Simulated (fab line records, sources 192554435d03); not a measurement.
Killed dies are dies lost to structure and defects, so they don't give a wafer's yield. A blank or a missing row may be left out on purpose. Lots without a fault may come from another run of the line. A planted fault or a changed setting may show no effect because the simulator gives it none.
Chamber matching | flow n5_finfet | N5_BEOL_M2_DESCUM_16 on rie_diel-05: 4 sister chambers
The step chemistry O2, time 7 s. 4 wafers are shown with their chamber, then 10 later ones without.

WAFERS WITH THEIR CHAMBER
wafer  | chamber | throttle_valve_pct (%)
L078.6 | 1       | 20.45
L085.6 | 2       | 20.10
L087.1 | 0       | 19.90
L087.4 | 3       | 20.65

WAFERS WITHOUT THEIR CHAMBER
wafer  | throttle_valve_pct (%)
L087.6 | 20.65
L091.4 | 20.12
L091.5 | 19.91
L091.6 | 20.65
L092.2 | 19.93
L092.3 | 20.66
L092.5 | 20.49
L097.1 | 19.94
L097.2 | 20.68
L097.6 | 20.15

WHICH CHAMBER EACH WENT THROUGH
wafer  | from the rows above | in truth
L087.6 | 3                   | 3
L091.4 | 2                   | 2
L091.5 | 0                   | 0
L091.6 | 3                   | 3
L092.2 | 0                   | 0
L092.3 | 3                   | 3
L092.5 | 1                   | 1
L097.1 | 0                   | 0
L097.2 | 3                   | 3
L097.6 | 2                   | 2
Placed correctly: 10 of 10. Can't be placed from these rows: 0. Placed wrongly: 0.
How it was worked out, from the rows above alone: a wafer's distance from a chamber is the root of the sum, over the readings, of the square of ((its reading less the chamber's mean) divided by the reading's scatter). The wafer belongs to the nearest chamber; if the next one is less than 2 further off, it can't be placed. A chamber's mean is the mean of its shown wafers. The scatter: with one shown wafer a chamber, the root of the mean of the squares of how far each hidden wafer lies from its nearest shown one.
